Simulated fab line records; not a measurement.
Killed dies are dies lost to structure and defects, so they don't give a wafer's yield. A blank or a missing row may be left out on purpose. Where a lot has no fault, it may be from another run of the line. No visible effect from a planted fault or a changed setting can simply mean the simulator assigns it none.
fab line records ; flow n5_finfet
record: lots: 13; wafers: 39; last_day: 19
route steps=1938 shown HKMG_FIN@400
lots that met no fault: from a run of the same line without faults
start_h: the number of hours between the record's first day and the start of the first shown wafer of the lot ; wait_h: hours elapsed since this lot's preceding step ; " repeats the value in the row above ; L1.1+2: one row covering several wafers at once ; - no value, or no start given ; * or withheld: withheld ; < > ~ a bound
route shown NAME@n: names a module that has steps shown in the file, with the first one's number in the route ; usual: mean and standard deviation over wafers with no fault ; same: alike in all rows ; chamber/n: place in a boat ; sites: readings site by site ; _std_site: standard deviation of those values ; _edge_site: outer sites' mean less inner sites' ; radius_mm: how far each site lies from the wafer's centre ; mask NAME#n: copy n ; behind: the last tool/chamber to shape the wafer ; hold: why the lot went on hold/how many hours it stayed there/how the hold came to an end ; device: which transistor (n, p or np) failed to switch ; end of line: the tests these same wafers got at the end of their route ; a step given without rows: its recipe and nothing more ; killed: dies lost to structure and defects at the first sort, not the wafer's yield ; map: a wafer's dies, x killed, . not, _ none there
set.NAME: setting as actually run; set.NAME@STEP: the setting as run at that earlier step ; model.NAME: the simulator's own value behind a step, which no gauge read
the route's steps for a sample of lots (tables are steps, rows are wafers)
services: the hour from which a tool's chamber was out of use, counted from the record's first day as start_h (under 0 if before that day), plus the number of hours and why
== steps ==
step: N5_HKMG_FIN_INSPECT_61
recipe: mode: adi; inspect_instrument: macro
usual: raw_defect_count: 1.9/1.4
lot.wafer;tool;chamber;start_h;wait_h;raw_defect_count
L625.1;defect_inspect-02;-;70.39;0.0;1
L625.2;defect_inspect-02;-;70.39;0.0;3
L625.6;defect_inspect-02;-;70.39;0.0;5
L626.2;defect_inspect-02;-;83.30;0.0;2
L626.3;defect_inspect-02;-;83.30;0.0;2
L626.5;defect_inspect-02;-;83.30;0.0;3
L627.3;defect_inspect-01;-;86.60;0.0;2
L627.4;defect_inspect-01;-;86.60;0.0;3
L627.5;defect_inspect-01;-;86.60;0.0;5
L630.1;defect_inspect-01;-;101.33;0.0;0
L630.3;defect_inspect-01;-;101.33;0.0;0
L630.4;defect_inspect-01;-;101.33;0.0;4
L634.1;defect_inspect-01;-;127.54;0.0;2
L634.4;defect_inspect-01;-;127.54;0.0;3
L634.5;defect_inspect-01;-;127.54;0.0;4
L635.4;defect_inspect-02;-;133.20;0.0;3
L635.5;defect_inspect-02;-;133.20;0.0;3
L635.6;defect_inspect-02;-;133.20;0.0;0
L640.2;defect_inspect-01;-;162.58;0.0;4
L640.4;defect_inspect-01;-;162.58;0.0;3
L640.5;defect_inspect-01;-;162.58;0.0;0
L641.1;defect_inspect-02;-;166.17;0.0;1
L641.2;defect_inspect-02;-;166.17;0.0;2
L641.4;defect_inspect-02;-;166.17;0.0;3
L642.2;defect_inspect-01;-;172.19;0.0;1
L642.4;defect_inspect-01;-;172.19;0.0;4
L642.5;defect_inspect-01;-;172.19;0.0;2
L643.1;defect_inspect-01;-;178.17;0.0;0
L643.2;defect_inspect-01;-;178.17;0.0;1
L643.3;defect_inspect-01;-;178.17;0.0;4
L644.1;defect_inspect-02;-;184.71;0.0;1
L644.2;defect_inspect-02;-;184.71;0.0;0
L644.4;defect_inspect-02;-;184.71;0.0;1
L645.2;defect_inspect-01;-;195.73;0.0;1
L645.3;defect_inspect-01;-;195.73;0.0;1
L645.4;defect_inspect-01;-;195.73;0.0;1
L646.3;defect_inspect-01;-;197.42;0.0;5
L646.4;defect_inspect-01;-;197.42;0.0;1
L646.5;defect_inspect-01;-;197.42;0.0;2
step: N5_HKMG_FIN_ALD_36
recipe: material: TiN; target_thk_a: 10; temp_c: 400; ald_precursor_family: TiCl4; ald_co_reactant: NH3; pulse_time_s: 1; purge_time_s: 3; co_reactant_purge_time_s: 2; co_reactant_pulse_time_s: 2; ald_cycles: 47; pressure_torr: 3
usual: heater_power_w: 866/83; precursor_pulse_height_rel: 1.000/0.022
lot.wafer;tool;chamber;start_h;wait_h;heater_power_w;precursor_pulse_height_rel
L625.1;ald_metal-04;2;72.56;0.0;906;0.987
L625.2;ald_metal-04;0;72.56;0.0;769;1.032
L625.6;ald_metal-04;0;72.56;0.0;762;1.016
L626.2;ald_metal-04;3;85.82;0.0;739;1.029
L626.3;ald_metal-04;2;85.82;0.0;918;0.961
L626.5;ald_metal-04;3;85.82;0.0;772;1.011
L627.3;ald_metal-04;0;89.22;0.0;776;1.009
L627.4;ald_metal-04;2;89.22;0.0;862;0.950
L627.5;ald_metal-04;1;89.22;0.0;813;0.986
L630.1;ald_metal-03;3;103.60;0.0;942;0.969
L630.3;ald_metal-03;0;103.60;0.0;732;1.021
L630.4;ald_metal-03;2;103.60;0.0;890;0.971
L634.1;ald_metal-04;2;129.89;0.1;905;0.998
L634.4;ald_metal-04;3;129.89;0.1;771;1.011
L634.5;ald_metal-04;0;129.89;0.1;732;0.991
L635.4;ald_metal-04;0;135.36;0.0;771;0.974
L635.5;ald_metal-04;3;135.36;0.0;747;1.024
L635.6;ald_metal-04;0;135.36;0.0;765;1.064
L640.2;ald_metal-02;2;164.99;0.0;957;0.986
L640.4;ald_metal-02;3;164.99;0.0;914;1.002
L640.5;ald_metal-02;1;164.99;0.0;894;1.036
L641.1;ald_metal-02;0;168.52;0.1;970;1.054
L641.2;ald_metal-02;3;168.52;0.1;897;1.011
L641.4;ald_metal-02;1;168.52;0.1;885;1.014
L642.2;ald_metal-02;1;174.91;0.0;904;0.988
L642.4;ald_metal-02;2;174.91;0.0;953;0.988
L642.5;ald_metal-02;1;174.91;0.0;912;0.988
L643.1;ald_metal-02;1;180.33;0.0;898;0.997
L643.2;ald_metal-02;2;180.33;0.0;960;0.985
L643.3;ald_metal-02;0;180.33;0.0;972;1.005
L644.1;ald_metal-04;0;186.87;0.0;746;1.020
L644.2;ald_metal-04;2;186.87;0.0;913;0.981
L644.4;ald_metal-04;3;186.87;0.0;774;1.012
L645.2;ald_metal-03;1;198.00;0.0;907;1.033
L645.3;ald_metal-03;2;198.00;0.0;894;1.000
L645.4;ald_metal-03;0;198.00;0.0;747;0.985
L646.3;ald_metal-03;0;199.70;0.0;738;0.992
L646.4;ald_metal-03;2;199.70;0.0;891;1.033
L646.5;ald_metal-03;3;199.70;0.0;941;1.002
step: N5_HKMG_FIN_THK_MEAS_70
recipe: thk_meas_gauge: xrf; reads: HfO2_of_HKMG_FIN_HK_ALD_01
usual: HK_THK: 1.593/0.018
lot.wafer;tool;chamber;start_h;wait_h;HK_THK[nm]
L625.1;film_metro-02;-;72.84;0.2;1.607
L625.2;film_metro-02;-;72.84;0.2;1.569
L625.6;film_metro-02;-;72.84;0.2;1.595
L626.2;film_metro-01;-;86.10;0.2;1.590
L626.3;film_metro-01;-;86.10;0.2;1.580
L626.5;film_metro-01;-;86.10;0.2;1.610
L627.3;film_metro-02;-;89.50;0.2;1.608
L627.4;film_metro-02;-;89.50;0.2;1.604
L627.5;film_metro-02;-;89.50;0.2;1.626
L630.1;film_metro-02;-;103.88;0.2;1.606
L630.3;film_metro-02;-;103.88;0.2;1.600
L630.4;film_metro-02;-;103.88;0.2;1.603
L634.1;film_metro-01;-;130.17;0.2;1.597
L634.4;film_metro-01;-;130.17;0.2;1.602
L634.5;film_metro-01;-;130.17;0.2;1.605
L635.4;film_metro-01;-;135.65;0.2;1.608
L635.5;film_metro-01;-;135.65;0.2;1.603
L635.6;film_metro-01;-;135.65;0.2;1.606
L640.2;film_metro-01;-;165.27;0.2;1.556
L640.4;film_metro-01;-;165.27;0.2;1.570
L640.5;film_metro-01;-;165.27;0.2;1.559
L641.1;film_metro-02;-;168.80;0.2;1.626
L641.2;film_metro-02;-;168.80;0.2;1.593
L641.4;film_metro-02;-;168.80;0.2;1.605
L642.2;film_metro-01;-;175.20;0.2;1.607
L642.4;film_metro-01;-;175.20;0.2;1.588
L642.5;film_metro-01;-;175.20;0.2;1.602
L643.1;film_metro-01;-;180.61;0.2;1.577
L643.2;film_metro-01;-;180.61;0.2;1.579
L643.3;film_metro-01;-;180.61;0.2;1.591
L644.1;film_metro-01;-;187.15;0.2;1.578
L644.2;film_metro-01;-;187.15;0.2;1.582
L644.4;film_metro-01;-;187.15;0.2;1.595
L645.2;film_metro-02;-;198.28;0.2;1.600
L645.3;film_metro-02;-;198.28;0.2;1.600
L645.4;film_metro-02;-;198.28;0.2;1.631
L646.3;film_metro-02;-;199.99;0.2;1.600
L646.4;film_metro-02;-;199.99;0.2;1.576
L646.5;film_metro-02;-;199.99;0.2;1.618
step: N5_HKMG_FIN_COAT_06
recipe: resist: CAR-ArF; spin_rpm: 1500; resist_thk_nm: 90
usual: exhaust_pa: 44.7/0.95; resist_line_temp_C: 23.00/0.1; spin_speed_rpm: 1500.0/0.98
lot.wafer;tool;chamber;start_h;wait_h;exhaust_pa;resist_line_temp_C;spin_speed_rpm
L625.1;litho_track-04;0;73.35;-;45.0;23.13;1500.5
L625.2;litho_track-04;0;73.35;-;45.3;22.99;1500.5
L625.6;litho_track-04;0;73.35;-;44.5;22.92;1501.1
L626.2;litho_track-02;0;86.61;-;45.1;22.94;1500.5
L626.3;litho_track-02;0;86.61;-;46.6;22.94;1502.2
L626.5;litho_track-02;0;86.61;-;43.8;23.06;1499.9
L627.3;litho_track-04;0;90.01;-;44.6;22.91;1498.3
L627.4;litho_track-04;0;90.01;-;44.7;22.89;1500.0
L627.5;litho_track-04;0;90.01;-;44.4;23.01;1500.9
L630.1;litho_track-02;0;104.39;-;44.6;23.01;1501.9
L630.3;litho_track-02;0;104.39;-;43.7;23.13;1500.8
L630.4;litho_track-02;0;104.39;-;46.0;23.09;1500.4
L634.1;litho_track-01;0;130.68;-;46.0;22.86;1718.8
L634.4;litho_track-01;0;130.68;-;44.4;22.88;1718.3
L634.5;litho_track-01;0;130.68;-;44.5;22.85;1718.3
L635.4;litho_track-01;0;136.16;-;44.0;23.02;1718.9
L635.5;litho_track-01;0;136.16;-;44.4;23.15;1718.4
L635.6;litho_track-01;0;136.16;-;44.0;23.07;1718.0
L640.2;litho_track-04;0;165.78;-;43.8;23.10;1499.8
L640.4;litho_track-04;0;165.78;-;43.8;23.20;1498.3
L640.5;litho_track-04;0;165.78;-;44.7;23.07;1500.7
L641.1;litho_track-02;0;169.32;-;46.6;23.04;1500.8
L641.2;litho_track-02;0;169.32;-;46.3;23.00;1501.1
L641.4;litho_track-02;0;169.32;-;47.1;23.04;1500.2
L642.2;litho_track-02;0;175.71;-;44.3;22.94;1502.4
L642.4;litho_track-02;0;175.71;-;44.4;22.88;1499.3
L642.5;litho_track-02;0;175.71;-;44.8;22.99;1501.5
L643.1;litho_track-02;0;181.13;-;43.8;23.00;1501.6
L643.2;litho_track-02;0;181.13;-;44.4;23.02;1501.6
L643.3;litho_track-02;0;181.13;-;43.3;23.07;1500.9
L644.1;litho_track-04;0;187.67;-;44.1;22.83;1498.5
L644.2;litho_track-04;0;187.67;-;46.7;23.12;1500.3
L644.4;litho_track-04;0;187.67;-;44.8;23.06;1499.5
L645.2;litho_track-04;0;198.80;-;44.7;23.02;1499.2
L645.3;litho_track-04;0;198.80;-;45.6;22.93;1499.7
L645.4;litho_track-04;0;198.80;-;44.9;23.11;1499.7
L646.3;litho_track-02;0;200.50;-;44.3;22.87;1500.8
L646.4;litho_track-02;0;200.50;-;44.7;22.98;1501.6
L646.5;litho_track-02;0;200.50;-;45.4;22.84;1500.0
== services ==
tool;chamber;start_h;hours;kind
ald_metal-04;3;59.95;16.4;repair
ald_metal-03;-;75.56;2.6;repair
ald_metal-02;-;88.79;1.2;pm
ald_metal-04;-;90.06;17.3;repair
litho_track-02;-;99.72;-;consumable_replace:filter
ald_metal-02;0;101.29;13.8;repair
litho_track-04;-;153.66;-;consumable_replace:filter
ald_metal-03;-;177.15;0.4;repair
== key ==
first_sign: step: N5_HKMG_FIN_COAT_06; reading: spin_speed_rpm; direction: up; sigmas: 99+; usual: *; struck: *
effect none on later readings
met_at N5_HKMG_FIN_COAT_06
struck_lots L634,L635
tester_left_out L634,L635
not_acting_at N5_HKMG_FIN_INSPECT_61,N5_HKMG_FIN_ALD_36,N5_HKMG_FIN_THK_MEAS_70
fault: kind: process_parameter_drift; tool: litho_track-01; chamber: -; onset_h: 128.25; steps: N5_HKMG_FIN_COAT_06; channel: spin_rpm; offset: *; shape: step; end_h: 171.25; acts_in: *; stated: *
tester_left_out: of these lots the tester's yield and bins aren't shown, on N5 and GAA mostly nor the transistor test; their killed dies are dies lost to structure and defects alone, not to doping, threshold or leakage, so they don't give the yield
